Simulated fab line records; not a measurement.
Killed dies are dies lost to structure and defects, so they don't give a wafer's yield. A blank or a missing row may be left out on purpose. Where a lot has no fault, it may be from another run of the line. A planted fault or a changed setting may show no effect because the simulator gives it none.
fab line records ; flow n5Finfet
record lots=15; wafers=45; lastDay=17
route steps=1938 shown BEOL_M6@1251 BEOL_M7@1264
lots untouched by any fault: they come from a run of this same line in which no faults occurred
startH: hours from the record's opening day to when the first of the lot's shown wafers began ; waitH: time in hours since the lot's previous step ; " same as the row above ; L1.1+2: one row covering several wafers at once ; - either no value or no given start ; * or withheld: withheld ; < > ~ a bound
route shown NAME@n: a module of which the file shows steps, and the number in the route of the first ; usual: mean/standard deviation taken from wafers without a fault ; same: alike in all rows ; chamber/n: place in a boat ; sites: each site's reading ; _std_site: the standard deviation of these ; _edge_site: outer sites' mean less inner sites' ; radiusMm: how far each site lies from the wafer's centre ; mask NAME#n: copy n ; behind: the most recent tool/chamber to have shaped the wafer ; hold: the reason the lot was held/the length of the hold in hours/how it ended ; device: the n, p or np transistor that did not switch ; end of line: tests run on the same wafers once the route is complete ; a step with no rows: only its recipe ; killed: dies that structure and defects cost at the first sort, which is not the same as the wafer's yield ; map: shows each die of a wafer: x if killed, . if not, _ if none is there
set.NAME: setting as actually run; set.NAME@STEP: the setting as run at that earlier step ; model.NAME: the simulator's own value behind a step, which no gauge read
steps of the route over a sample of lots; a table a step, a row a wafer
services: from which hour (startH, from the record's first day; less than 0 if before it) a tool's chamber was out of use, for how many hours, and why
## steps
# step N5_BEOL_M6_ALD_77
# recipe material=TaN; targetThkA=20; tempC=275; aldPrecursorFamily=PDMAT; aldCoReactant=NH3; pressureTorr=3; carrierFlowSccm=1500; pulseTimeS=2; purgeTimeS=3; coReactantPurgeTimeS=2; coReactantPulseTimeS=3; aldCycles=40; precursorVesselTempC=75; precursorVesselPressureTorr=26.25; precursorVesselCarrierSccm=1000
# usual heaterPowerW=409/41
lot.wafer;tool;chamber;startH;waitH;heaterPowerW
L562.3;aldMetal-01;3;205.01;0.1;362
L562.5;aldMetal-01;1;205.01;0.1;432
L562.6;aldMetal-01;0;205.01;0.1;376
L564.1;aldMetal-04;3;210.01;0.0;383
L564.4;aldMetal-04;2;210.01;0.0;469
L564.5;aldMetal-04;1;210.01;0.0;393
L567.3;aldMetal-03;0;231.94;0.0;408
L567.5;aldMetal-03;2;231.94;0.0;371
L567.6;aldMetal-03;1;231.94;0.0;404
L568.1;aldMetal-03;1;236.05;0.1;396
L568.4;aldMetal-03;2;236.05;0.1;366
L568.6;aldMetal-03;0;236.05;0.1;412
L569.1;aldMetal-04;3;240.42;0.3;375
L569.4;aldMetal-04;2;240.42;0.3;487
L569.5;aldMetal-04;3;240.42;0.3;380
L571.3;aldMetal-03;1;255.53;0.0;391
L571.5;aldMetal-03;3;255.53;0.0;486
L571.6;aldMetal-03;2;255.53;0.0;365
L572.1;aldMetal-03;3;265.65;0.0;493
L572.5;aldMetal-03;2;265.65;0.0;371
L572.6;aldMetal-03;1;265.65;0.0;400
L570.1;aldMetal-01;0;265.86;0.0;372
L570.2;aldMetal-01;1;265.86;0.0;445
L570.6;aldMetal-01;3;265.86;0.0;349
L573.1;aldMetal-01;2;278.32;0.3;419
L573.2;aldMetal-01;1;278.32;0.3;456
L573.3;aldMetal-01;3;278.32;0.3;352
L579.1;aldMetal-04;3;295.56;0.0;375
L579.5;aldMetal-04;2;295.56;0.0;485
L579.6;aldMetal-04;1;295.56;0.0;386
L578.2;aldMetal-04;1;301.84;0.0;397
L578.4;aldMetal-04;3;301.84;0.0;380
L578.5;aldMetal-04;0;301.84;0.0;411
L580.1;aldMetal-03;1;317.84;0.1;394
L580.3;aldMetal-03;2;317.84;0.1;369
L580.4;aldMetal-03;3;317.84;0.1;483
L581.2;aldMetal-01;1;321.03;0.0;462
L581.4;aldMetal-01;0;321.03;0.0;377
L581.5;aldMetal-01;0;321.03;0.0;371
L582.1;aldMetal-03;2;326.35;0.1;367
L582.3;aldMetal-03;1;326.35;0.1;392
L582.6;aldMetal-03;3;326.35;0.1;467
L583.3;aldMetal-01;1;336.11;0.0;446
L583.4;aldMetal-01;2;336.11;0.0;424
L583.6;aldMetal-01;3;336.11;0.0;363
# step N5_BEOL_M6_INSPECT_58
# recipe inspectInstrument=darkfield; mode=postDep
# usual rawDefectCount=71/27
lot.wafer;tool;chamber;startH;waitH;rawDefectCount
L562.3;defectInspect-01;-;207.32;0.0;57
L562.5;defectInspect-01;-;207.32;0.0;68
L562.6;defectInspect-01;-;207.32;0.0;70
L564.1;defectInspect-01;-;212.42;0.0;78
L564.4;defectInspect-01;-;212.42;0.0;84
L564.5;defectInspect-01;-;212.42;0.0;79
L567.3;defectInspect-01;-;233.65;0.0;84
L567.5;defectInspect-01;-;233.65;0.0;115
L567.6;defectInspect-01;-;233.65;0.0;150
L568.1;defectInspect-01;-;238.02;0.0;60
L568.4;defectInspect-01;-;238.02;0.0;25
L568.6;defectInspect-01;-;238.02;0.0;74
L569.1;defectInspect-01;-;243.51;0.0;65
L569.4;defectInspect-01;-;243.51;0.0;42
L569.5;defectInspect-01;-;243.51;0.0;53
L571.3;defectInspect-01;-;257.10;0.0;53
L571.5;defectInspect-01;-;257.10;0.0;42
L571.6;defectInspect-01;-;257.10;0.0;41
L572.1;defectInspect-01;-;268.17;0.0;100
L572.5;defectInspect-01;-;268.17;0.0;54
L572.6;defectInspect-01;-;268.17;0.0;48
L570.1;defectInspect-01;-;268.29;0.0;70
L570.2;defectInspect-01;-;268.29;0.0;65
L570.6;defectInspect-01;-;268.29;0.0;75
L573.1;defectInspect-02;-;280.49;0.0;90
L573.2;defectInspect-02;-;280.49;0.0;49
L573.3;defectInspect-02;-;280.49;0.0;48
L579.1;defectInspect-01;-;297.30;0.0;65
L579.5;defectInspect-01;-;297.30;0.0;41
L579.6;defectInspect-01;-;297.30;0.0;101
L578.2;defectInspect-01;-;303.80;0.0;38
L578.4;defectInspect-01;-;303.80;0.0;33
L578.5;defectInspect-01;-;303.80;0.0;59
L580.1;defectInspect-01;-;319.93;0.0;61
L580.3;defectInspect-01;-;319.93;0.0;75
L580.4;defectInspect-01;-;319.93;0.0;102
L581.2;defectInspect-02;-;323.02;0.1;44
L581.4;defectInspect-02;-;323.02;0.1;62
L581.5;defectInspect-02;-;323.02;0.1;55
L582.1;defectInspect-01;-;327.86;0.0;80
L582.3;defectInspect-01;-;327.86;0.0;86
L582.6;defectInspect-01;-;327.86;0.0;23
L583.3;defectInspect-02;-;337.73;0.0;67
L583.4;defectInspect-02;-;337.73;0.0;51
L583.6;defectInspect-02;-;337.73;0.0;82
# step N5_BEOL_M7_CURE_74
# recipe tempC=385; timeS=240; ambient=He/Ar; material=SiCOH_lowk
# usual lampPowerPct=52.31/0.056; wafer_temp_C_max=386.7/0.5
lot.wafer;tool;chamber;startH;waitH;lampPowerPct;wafer_temp_C_max
L562.3;uvCure-03;0;207.62;0.2;52.25;387.5
L562.5;uvCure-03;0;207.62;0.2;52.24;387.6
L562.6;uvCure-03;0;207.62;0.2;52.33;386.7
L564.1;uvCure-02;0;212.54;0.1;52.32;387.1
L564.4;uvCure-02;0;212.54;0.1;52.32;386.7
L564.5;uvCure-02;0;212.54;0.1;52.29;386.8
L567.3;uvCure-03;1;233.91;0.2;52.39;386.5
L567.5;uvCure-03;1;233.91;0.2;52.34;386.4
L567.6;uvCure-03;1;233.91;0.2;52.37;386.7
L568.1;uvCure-02;0;238.12;0.0;52.28;387.4
L568.4;uvCure-02;0;238.12;0.0;52.31;387.3
L568.6;uvCure-02;0;238.12;0.0;52.31;386.7
L569.1;uvCure-02;1;243.61;0.0;52.36;386.7
L569.4;uvCure-02;1;243.61;0.0;52.41;386.1
L569.5;uvCure-02;1;243.61;0.0;52.29;386.8
L571.3;uvCure-02;1;257.36;0.2;52.36;387.1
L571.5;uvCure-02;1;257.36;0.2;52.27;386.3
L571.6;uvCure-02;1;257.36;0.2;52.22;386.3
L572.1;uvCure-03;0;268.27;0.0;52.36;387.2
L572.5;uvCure-03;0;268.27;0.0;52.32;387.2
L572.6;uvCure-03;0;268.27;0.0;52.37;387.4
L570.1;uvCure-03;0;268.75;0.4;52.31;387.9
L570.2;uvCure-03;0;268.75;0.4;52.40;387.2
L570.6;uvCure-03;0;268.75;0.4;52.29;386.8
L573.1;uvCure-03;1;280.60;0.0;52.37;387.0
L573.2;uvCure-03;1;280.60;0.0;52.31;387.2
L573.3;uvCure-03;1;280.60;0.0;52.34;387.1
L579.1;uvCure-03;2;297.40;0.0;52.29;386.4
L579.5;uvCure-03;2;297.40;0.0;52.27;386.7
L579.6;uvCure-03;2;297.40;0.0;52.25;387.0
L578.2;uvCure-01;1;303.98;0.1;52.31;386.0
L578.4;uvCure-01;1;303.98;0.1;52.28;386.1
L578.5;uvCure-01;1;303.98;0.1;52.35;386.3
L580.1;uvCure-01;0;320.04;0.0;52.28;386.0
L580.3;uvCure-01;0;320.04;0.0;52.33;386.5
L580.4;uvCure-01;0;320.04;0.0;52.27;386.5
L581.2;uvCure-03;1;323.20;0.1;52.38;386.9
L581.4;uvCure-03;1;323.20;0.1;52.27;386.7
L581.5;uvCure-03;1;323.20;0.1;52.26;387.0
L582.1;uvCure-01;0;327.96;0.0;52.40;386.2
L582.3;uvCure-01;0;327.96;0.0;52.35;386.1
L582.6;uvCure-01;0;327.96;0.0;52.28;385.9
L583.3;uvCure-01;1;337.99;0.2;52.22;386.4
L583.4;uvCure-01;1;337.99;0.2;52.25;386.5
L583.6;uvCure-01;1;337.99;0.2;52.22;386.2
# step N5_BEOL_M7_ETCH_61
# recipe chemistry=CF4; target=SiARC; targetDepthA=455; maskMaterial=CAR-ArF; timeS=75.8; ionEnergyEv=80; pressureMtorr=40; sourceW=545; biasW=36; Ar_flow_sccm=100; cf4FlowSccm=100; ends=cleared
# usual biasW=35.99/0.11; cf4FlowSccm=100.02/0.29; chamberPressureMTorr=40.00/0.036; drypumpMotorCurrentA=5.7/0.51; etchRfOnTimeS=75.3/1.2; oesProductAu=0.70/0.058; rfVppV=184.2/1.2; showerheadPlenumPTorr=2.16/0.064; throttleValvePct=15.51/0.19
lot.wafer;tool;chamber;startH;waitH;biasW;cf4FlowSccm;chamberPressureMTorr;drypumpMotorCurrentA;etchRfOnTimeS;oesProductAu;rfHoursCounterH;rfVppV;showerheadPlenumPTorr;throttleValvePct
L562.3;rieDiel-01;1;210.12;0.0;36.06;99.68;40.02;5.7;74.5;0.67;143;183.5;2.15;15.55
L562.5;rieDiel-01;2;210.12;0.0;35.84;99.87;39.99;4.9;72.7;0.71;-;181.4;2.08;15.35
L562.6;rieDiel-01;1;210.12;0.0;36.19;99.95;40.04;5.7;74.5;0.66;-;183.8;2.15;15.56
L564.1;rieDiel-01;3;214.94;0.0;35.81;100.08;40.04;5.5;76.5;0.74;45;184.3;2.19;15.51
L564.4;rieDiel-01;1;214.94;0.0;36.00;100.12;39.93;5.7;75.1;0.66;146;185.1;2.15;15.57
L564.5;rieDiel-01;0;214.94;0.0;36.03;99.85;39.97;5.8;75.3;0.72;-;185.3;2.26;15.67
L567.3;rieDiel-02;0;236.09;0.0;35.99;100.22;39.95;6.1;75.4;0.64;160;183.5;2.21;15.30
L567.5;rieDiel-02;3;236.09;0.0;35.93;99.99;39.96;4.9;76.5;0.58;-;185.1;2.19;15.89
L567.6;rieDiel-02;2;236.09;0.0;35.97;100.74;40.01;5.1;75.3;0.68;-;183.1;2.08;15.62
L568.1;rieDiel-01;0;239.79;0.0;36.03;100.27;40.00;5.8;74.9;0.71;65;184.6;2.26;15.69
L568.4;rieDiel-01;1;239.79;0.0;36.06;99.90;40.02;5.7;74.7;0.66;154;183.5;2.15;15.60
L568.6;rieDiel-01;2;239.79;0.0;35.78;99.49;39.98;4.9;73.4;0.69;-;182.4;2.07;15.35
L569.1;rieDiel-01;0;246.09;0.0;-;-;-;-;-;-;-;-;-;-
L569.4;rieDiel-01;3;246.09;0.0;-;-;-;-;-;-;-;-;-;-
L569.5;rieDiel-01;0;246.09;0.0;-;-;-;-;-;-;-;-;-;-
L571.3;rieDiel-03;3;260.85;0.0;-;-;-;-;-;-;-;-;-;-
L571.5;rieDiel-03;2;260.85;0.0;-;-;-;-;-;-;-;-;-;-
L571.6;rieDiel-03;1;260.85;0.0;-;-;-;-;-;-;-;-;-;-
L572.1;rieDiel-02;0;269.55;0.0;-;-;-;-;-;-;-;-;-;-
L572.5;rieDiel-02;0;269.55;0.0;-;-;-;-;-;-;-;-;-;-
L572.6;rieDiel-02;1;269.55;0.0;-;-;-;-;-;-;-;-;-;-
L570.1;rieDiel-01;2;271.68;0.0;36.06;100.16;40.00;4.9;72.7;0.69;108;182.4;2.07;15.35
L570.2;rieDiel-01;0;271.68;0.0;35.89;99.68;40.03;5.8;74.5;0.70;75;186.7;2.26;15.73
L570.6;rieDiel-01;0;271.68;0.0;35.98;99.96;40.00;5.8;74.9;0.70;-;184.6;2.26;15.70
L573.1;rieDiel-03;1;283.54;0.0;35.92;99.88;40.04;6.6;77.2;0.60;235;184.3;2.19;15.77
L573.2;rieDiel-03;0;283.54;0.0;36.23;100.44;40.03;5.7;77.0;0.76;47;183.6;2.09;15.08
L573.3;rieDiel-03;2;283.54;0.0;36.22;99.97;39.95;6.4;75.8;0.72;68;185.0;2.26;15.46
L579.1;rieDiel-02;2;300.58;0.0;35.99;99.69;39.96;5.1;74.7;0.66;119;182.7;2.07;15.67
L579.5;rieDiel-02;2;300.58;0.0;36.05;100.10;39.99;5.1;75.1;0.66;-;183.8;2.07;15.66
L579.6;rieDiel-02;1;300.58;0.0;36.11;99.89;39.97;5.8;76.0;0.77;-;183.5;2.10;15.64
L578.2;rieDiel-03;1;307.63;0.0;36.11;99.51;39.97;6.6;76.9;0.59;241;184.6;2.19;15.79
L578.4;rieDiel-03;2;307.63;0.0;35.73;99.61;39.96;6.4;75.1;0.70;76;184.7;2.25;15.49
L578.5;rieDiel-03;1;307.63;0.0;36.05;100.33;40.00;6.6;77.6;0.59;-;184.9;2.19;15.77
L580.1;rieDiel-01;0;321.41;0.0;36.05;100.61;39.94;5.8;74.3;0.69;86;185.1;2.25;15.74
L580.3;rieDiel-01;1;321.41;0.0;36.04;100.75;39.96;5.7;74.7;0.64;181;184.2;2.14;15.63
L580.4;rieDiel-01;2;321.41;0.0;36.16;100.30;39.98;4.8;73.1;0.68;122;182.7;2.06;15.40
L581.2;rieDiel-02;3;326.88;0.0;35.98;100.20;39.93;4.9;76.2;0.77;11;185.6;2.19;15.43
L581.4;rieDiel-02;2;326.88;0.0;36.07;99.67;40.02;5.0;75.4;0.65;126;182.2;2.07;15.69
L581.5;rieDiel-02;0;326.88;0.0;35.82;100.06;40.00;6.1;75.7;0.62;-;185.4;2.20;15.34
L582.1;rieDiel-03;1;331.08;0.0;36.04;100.63;39.96;6.6;76.9;0.59;248;185.4;2.19;15.80
L582.3;rieDiel-03;3;331.08;0.0;36.15;100.46;39.99;5.7;72.9;0.72;72;185.2;2.16;15.51
L582.6;rieDiel-03;2;331.08;0.0;36.12;99.92;40.01;6.4;75.8;0.69;-;185.3;2.25;15.50
L583.3;rieDiel-01;0;340.49;0.0;35.86;100.28;39.98;5.8;75.3;0.68;91;185.4;2.25;15.73
L583.4;rieDiel-01;2;340.49;0.0;35.93;100.43;39.99;4.9;74.6;0.67;128;183.1;2.06;15.43
L583.6;rieDiel-01;2;340.49;0.0;35.89;99.90;40.08;4.8;74.0;0.67;-;184.8;2.06;15.42
# step N5_BEOL_M7_ETCH_62
# recipe chemistry=N2/H2; target=SOC; targetDepthA=1100; overetchA=220; maskMaterial=SiARC; tempC=40; timeS=165; ionEnergyEv=200; pressureMtorr=30; sourceW=840; biasW=150; n2FlowSccm=200; h2FlowSccm=200
# usual biasW=150.0/0.41; chamberPressureMTorr=30.000/0.029; drypumpMotorCurrentA=5.7/0.51; oesProductAu=0.69/0.056; rfVppV=524.7/2.3; showerheadPlenumPTorr=2.57/0.082; throttleValvePct=17.70/0.17
lot.wafer;tool;chamber;startH;waitH;biasW;chamberPressureMTorr;drypumpMotorCurrentA;oesProductAu;rfHoursCounterH;rfVppV;showerheadPlenumPTorr;throttleValvePct
L562.3;rieDiel-01;1;210.18;0.0;150.1;29.968;5.7;0.65;143;523.7;2.55;17.78
L562.5;rieDiel-01;2;210.18;0.0;150.3;30.019;4.9;0.69;-;521.7;2.46;17.45
L562.6;rieDiel-01;1;210.18;0.0;150.2;29.986;5.7;0.66;-;524.0;2.55;17.78
L564.1;rieDiel-01;3;215.00;0.0;150.2;29.960;5.5;0.74;45;525.4;2.58;17.66
L564.4;rieDiel-01;1;215.00;0.0;149.7;29.982;5.7;0.66;146;524.6;2.55;17.78
L564.5;rieDiel-01;0;215.00;0.0;150.0;30.020;5.8;0.71;-;527.7;2.68;17.82
L567.3;rieDiel-02;0;236.14;0.0;149.7;30.075;6.1;0.64;160;525.4;2.65;17.62
L567.5;rieDiel-02;3;236.14;0.0;150.5;29.969;4.9;0.58;-;526.5;2.60;17.93
L567.6;rieDiel-02;2;236.14;0.0;149.5;29.983;5.1;0.67;-;521.3;2.46;17.82
L568.1;rieDiel-01;0;239.85;0.0;150.1;30.019;5.8;0.70;65;528.7;2.68;17.81
L568.4;rieDiel-01;1;239.85;0.0;150.3;29.990;5.7;0.65;154;525.0;2.55;17.78
L568.6;rieDiel-01;2;239.85;0.0;150.2;30.021;4.9;0.68;-;521.9;2.46;17.47
L569.1;rieDiel-01;0;246.15;0.0;150.1;29.975;5.8;0.31;67;527.4;2.68;17.77
L569.4;rieDiel-01;3;246.15;0.0;150.0;30.019;5.5;0.32;54;524.2;2.58;17.62
L569.5;rieDiel-01;0;246.15;0.0;149.9;30.012;5.8;0.31;-;528.6;2.68;17.78
L571.3;rieDiel-03;3;260.90;0.0;150.2;29.972;5.7;0.33;51;525.6;2.58;17.66
L571.5;rieDiel-03;2;260.90;0.0;150.1;30.037;6.4;0.31;-;529.2;2.70;17.66
L571.6;rieDiel-03;1;260.90;0.0;149.9;30.004;6.6;0.27;-;526.7;2.61;17.86
L572.1;rieDiel-02;0;269.64;0.1;150.2;29.994;6.1;0.27;171;525.2;2.65;17.59
L572.5;rieDiel-02;0;269.64;0.1;149.3;30.022;6.1;0.28;-;527.1;2.65;17.59
L572.6;rieDiel-02;1;269.64;0.1;149.2;29.994;5.8;0.35;-;522.7;2.49;17.75
L570.1;rieDiel-01;2;271.73;0.0;150.2;30.003;4.9;0.67;108;521.8;2.45;17.49
L570.2;rieDiel-01;0;271.73;0.0;151.1;30.017;5.8;0.68;75;528.5;2.68;17.85
L570.6;rieDiel-01;0;271.73;0.0;150.5;30.043;5.8;0.68;-;528.1;2.68;17.84
L573.1;rieDiel-03;1;283.59;0.0;150.2;30.051;6.6;0.60;235;527.5;2.61;17.92
L573.2;rieDiel-03;0;283.59;0.0;150.4;29.964;5.7;0.75;47;522.6;2.48;17.31
L573.3;rieDiel-03;2;283.59;0.0;150.5;30.039;6.4;0.70;69;528.5;2.70;17.73
L579.1;rieDiel-02;2;300.63;0.0;150.0;30.023;5.1;0.66;119;522.0;2.45;17.86
L579.5;rieDiel-02;2;300.63;0.0;149.4;30.001;5.1;0.66;-;521.0;2.45;17.85
L579.6;rieDiel-02;1;300.63;0.0;149.4;30.022;5.8;0.76;-;522.0;2.49;17.81
L578.2;rieDiel-03;1;307.69;0.0;150.3;29.956;6.6;0.60;241;527.3;2.61;17.92
L578.4;rieDiel-03;2;307.69;0.0;149.8;30.001;6.4;0.70;76;527.6;2.70;17.74
L578.5;rieDiel-03;1;307.69;0.0;149.9;30.011;6.6;0.60;-;525.7;2.61;17.94
L580.1;rieDiel-01;0;321.47;0.0;150.2;29.970;5.8;0.67;86;528.9;2.67;17.87
L580.3;rieDiel-01;1;321.47;0.0;151.1;30.038;5.7;0.63;181;522.5;2.54;17.82
L580.4;rieDiel-01;2;321.47;0.0;149.7;29.966;4.9;0.67;122;520.9;2.45;17.52
L581.2;rieDiel-02;3;326.93;0.0;150.1;29.975;4.9;0.77;11;524.6;2.59;17.55
L581.4;rieDiel-02;2;326.93;0.0;149.4;29.993;5.1;0.65;126;521.5;2.45;17.87
L581.5;rieDiel-02;0;326.93;0.0;150.2;29.981;6.1;0.62;-;525.8;2.64;17.67
L582.1;rieDiel-03;1;331.14;0.0;149.8;30.031;6.6;0.59;248;526.2;2.60;17.93
L582.3;rieDiel-03;3;331.14;0.0;149.4;30.039;5.7;0.71;72;526.7;2.57;17.75
L582.6;rieDiel-03;2;331.14;0.0;150.6;30.043;6.4;0.69;-;526.4;2.70;17.75
L583.3;rieDiel-01;0;340.55;0.0;150.6;30.011;5.8;0.67;91;527.6;2.67;17.87
L583.4;rieDiel-01;2;340.55;0.0;150.4;30.007;4.9;0.66;128;522.2;2.45;17.53
L583.6;rieDiel-01;2;340.55;0.0;150.1;29.955;4.9;0.66;-;521.1;2.45;17.52
# step N5_BEOL_M7_HM_OPEN_17
# recipe chemistry=Cl2/BCl3; targetDepthA=200; overetchA=60; target=TiN; maskMaterial=SOC; ionEnergyEv=150; pressureMtorr=10; icpW=1000; biasW=126; Cl2_flow_sccm=53.25; bcl3FlowSccm=21.75; Ar_flow_sccm=25
# usual chamberPressureMTorr=9.999/0.0086; drypumpMotorCurrentA=5.8/0.45; oesProductAu=0.61/0.058; throttleValvePct=22.34/0.19
lot.wafer;tool;chamber;startH;waitH;chamberPressureMTorr;drypumpMotorCurrentA;oesProductAu;rfHoursCounterH;throttleValvePct
L562.3;rieMetal-03;1;210.39;0.1;9.998;6.1;0.76;-;22.28
L562.5;rieMetal-03;1;210.39;0.1;10.008;6.0;0.77;-;22.30
L562.6;rieMetal-03;0;210.39;0.1;9.993;6.1;0.67;-;22.51
L564.1;rieMetal-01;0;215.18;0.0;10.008;5.0;0.62;57;22.14
L564.4;rieMetal-01;1;215.18;0.0;10.006;5.9;0.59;-;22.19
L564.5;rieMetal-01;0;215.18;0.0;10.004;5.0;0.62;-;22.16
L567.3;rieMetal-03;0;236.36;0.1;9.986;6.1;0.66;-;22.50
L567.5;rieMetal-03;1;236.36;0.1;9.999;6.0;0.75;-;22.30
L567.6;rieMetal-03;0;236.36;0.1;10.015;6.1;0.66;-;22.50
L568.1;rieMetal-01;1;240.03;0.0;9.989;5.9;0.58;81;22.20
L568.4;rieMetal-01;0;240.03;0.0;10.003;5.0;0.61;-;22.15
L568.6;rieMetal-01;0;240.03;0.0;9.996;5.0;0.61;-;22.17
L569.1;rieMetal-02;0;246.33;0.0;9.994;6.0;0.24;94;22.97
L569.4;rieMetal-02;1;246.33;0.0;9.996;6.3;0.24;-;23.35
L569.5;rieMetal-02;1;246.33;0.0;10.005;6.3;0.25;-;23.38
L571.3;rieMetal-01;1;261.12;0.1;9.979;6.0;0.26;-;22.85
L571.5;rieMetal-01;1;261.12;0.1;9.982;5.9;0.26;-;22.85
L571.6;rieMetal-01;0;261.12;0.1;9.997;5.1;0.26;-;22.82
L572.1;rieMetal-01;1;269.92;0.0;10.001;5.9;0.26;85;22.86
L572.5;rieMetal-01;0;269.92;0.0;9.986;5.0;0.26;-;22.82
L572.6;rieMetal-01;1;269.92;0.0;9.994;5.9;0.25;-;22.85
L570.1;rieMetal-03;0;271.92;0.0;10.001;6.1;0.65;54;22.49
L570.2;rieMetal-03;1;271.92;0.0;9.996;6.0;0.74;11;22.29
L570.6;rieMetal-03;0;271.92;0.0;9.998;6.1;0.66;-;22.49
L573.1;rieMetal-02;1;283.78;0.0;10.001;6.3;0.55;100;22.72
L573.2;rieMetal-02;0;283.78;0.0;10.001;6.0;0.56;97;22.32
L573.3;rieMetal-02;1;283.78;0.0;10.004;6.3;0.55;-;22.73
L579.1;rieMetal-01;0;300.82;0.0;9.998;5.0;0.59;66;22.19
L579.5;rieMetal-01;0;300.82;0.0;9.999;5.0;0.60;-;22.18
L579.6;rieMetal-01;1;300.82;0.0;9.995;5.9;0.57;-;22.24
L578.2;rieMetal-01;0;307.88;0.0;9.986;5.0;0.60;67;22.19
L578.4;rieMetal-01;1;307.88;0.0;9.996;5.9;0.58;-;22.22
L578.5;rieMetal-01;0;307.88;0.0;9.992;5.0;0.60;-;22.17
L580.1;rieMetal-03;0;321.66;0.0;9.994;6.1;0.64;58;22.52
L580.3;rieMetal-03;0;321.66;0.0;10.006;6.1;0.65;-;22.51
L580.4;rieMetal-03;1;321.66;0.0;10.006;6.1;0.72;-;22.29
L581.2;rieMetal-02;1;327.12;0.0;10.005;6.3;0.55;104;22.72
L581.4;rieMetal-02;0;327.12;0.0;10.018;6.0;0.55;-;22.33
L581.5;rieMetal-02;0;327.12;0.0;9.992;6.0;0.55;-;22.30
L582.1;rieMetal-01;0;331.32;0.0;9.985;5.0;0.59;69;22.19
L582.3;rieMetal-01;0;331.32;0.0;10.016;5.0;0.59;-;22.19
L582.6;rieMetal-01;0;331.32;0.0;10.015;5.0;0.59;-;22.18
L583.3;rieMetal-03;1;340.76;0.1;10.000;6.0;0.72;-;22.32
L583.4;rieMetal-03;0;340.76;0.1;10.002;6.1;0.64;-;22.51
L583.6;rieMetal-03;1;340.76;0.1;10.001;6.0;0.71;-;22.32
# step N5_BEOL_M7_CD_MEAS_18
# recipe pitchNm=80; targetCdNm=40
# usual cdNm=39.9/0.46
lot.wafer;tool;chamber;startH;waitH;cdNm
L562.3;cdSem-03;-;210.56;0.1;39.4
L562.5;cdSem-03;-;210.56;0.1;39.8
L562.6;cdSem-03;-;210.56;0.1;39.8
L564.1;cdSem-02;-;215.37;0.0;39.9
L564.4;cdSem-02;-;215.37;0.0;40.1
L564.5;cdSem-02;-;215.37;0.0;39.4
L567.3;cdSem-02;-;236.52;0.1;40.1
L567.5;cdSem-02;-;236.52;0.1;41.1
L567.6;cdSem-02;-;236.52;0.1;40.3
L568.1;cdSem-03;-;240.21;0.0;40.0
L568.4;cdSem-03;-;240.21;0.0;39.7
L568.6;cdSem-03;-;240.21;0.0;40.1
L569.1;cdSem-02;-;246.52;0.0;-
L569.4;cdSem-02;-;246.52;0.0;-
L569.5;cdSem-02;-;246.52;0.0;-
L571.3;cdSem-02;-;261.48;0.1;-
L571.5;cdSem-02;-;261.48;0.1;-
L571.6;cdSem-02;-;261.48;0.1;-
L572.1;cdSem-02;-;270.12;0.1;-
L572.5;cdSem-02;-;270.12;0.1;-
L572.6;cdSem-02;-;270.12;0.1;-
L570.1;cdSem-01;-;272.12;0.1;39.4
L570.2;cdSem-01;-;272.12;0.1;39.1
L570.6;cdSem-01;-;272.12;0.1;39.2
L573.1;cdSem-03;-;283.96;0.0;39.7
L573.2;cdSem-03;-;283.96;0.0;40.2
L573.3;cdSem-03;-;283.96;0.0;40.5
L579.1;cdSem-02;-;301.00;0.0;40.9
L579.5;cdSem-02;-;301.00;0.0;40.2
L579.6;cdSem-02;-;301.00;0.0;40.3
L578.2;cdSem-02;-;308.11;0.1;40.0
L578.4;cdSem-02;-;308.11;0.1;39.7
L578.5;cdSem-02;-;308.11;0.1;40.1
L580.1;cdSem-02;-;321.84;0.0;39.5
L580.3;cdSem-02;-;321.84;0.0;39.7
L580.4;cdSem-02;-;321.84;0.0;40.2
L581.2;cdSem-01;-;327.39;0.1;40.5
L581.4;cdSem-01;-;327.39;0.1;40.0
L581.5;cdSem-01;-;327.39;0.1;40.0
L582.1;cdSem-03;-;331.50;0.0;39.9
L582.3;cdSem-03;-;331.50;0.0;40.0
L582.6;cdSem-03;-;331.50;0.0;40.3
L583.3;cdSem-02;-;341.17;0.1;39.8
L583.4;cdSem-02;-;341.17;0.1;40.5
L583.6;cdSem-02;-;341.17;0.1;40.5
## services
tool;chamber;startH;hours;kind
aldMetal-03;3;208.02;6.1;repair
uvCure-01;-;208.68;7.5;pm
rieDiel-03;3;214.67;3.1;repair
rieDiel-01;0;216.59;1.2;repair
rieDiel-02;-;219.04;0.7;repair
aldMetal-01;1;224.25;3.5;repair
rieMetal-01;-;224.32;1.4;pm
rieDiel-03;2;224.91;9.3;repair
aldMetal-04;2;227.57;7.6;repair
aldMetal-01;-;240.47;2.8;pm
rieDiel-03;0;240.51;12.8;repair
uvCure-02;-;241.33;2.1;pm
rieDiel-02;3;256.42;2.8;repair
rieMetal-03;0;265.79;4.4;repair
rieDiel-02;2;267.02;6.3;repair
aldMetal-01;0;272.39;10.9;repair
aldMetal-03;1;289.31;5.3;repair
rieDiel-01;0;301.30;18.0;repair
rieDiel-01;2;304.72;3.9;repair
rieMetal-03;-;313.19;2.8;pm
rieDiel-02;-;315.20;0.5;repair
rieMetal-01;-;321.67;1.0;repair
rieDiel-02;2;334.70;5.6;repair
aldMetal-01;-;337.37;14.0;pm
## key
firstSign step=N5_BEOL_M7_ETCH_61; reading=toolRecord; direction=missing
effect step=N5_BEOL_M7_ETCH_62; reading=oesProductAu; direction=down; sigmas=6.8; usual=0.69; struck=0.31
effect step=N5_BEOL_M7_HM_OPEN_17; reading=oesProductAu; direction=down; sigmas=6.2; usual=0.61; struck=0.25
effect step=N5_BEOL_M7_CD_MEAS_18; reading=cdNm; direction=missing
metAt N5_BEOL_M7_ETCH_61
struckLots L569,L571,L572
laterRowsLeftOut L569.1,L569.4,L569.5,L571.3,L571.5,L571.6,L572.1,L572.5,L572.6
sortLeftOut L569.1,L569.4,L569.5,L571.3,L571.5,L571.6,L572.1,L572.5,L572.6
notActingAt N5_BEOL_M6_ALD_77,N5_BEOL_M6_INSPECT_58,N5_BEOL_M7_CURE_74
onsetBetween 239.79 246.09
fault kind=skippedStepWhole; tool=rieDiel-01,rieDiel-02,rieDiel-03; chamber=-; onsetH=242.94; steps=N5_BEOL_M7_ETCH_61; scope=struckLotsOnly
# sortLeftOut: the simulated sort isn't trusted on such a fault, so these wafers' sort isn't shown, and their yield isn't known
# laterRowsLeftOut: the simulator's readings of these wafers behind a module that went badly wrong aren't trusted and aren't shown, but for the sort
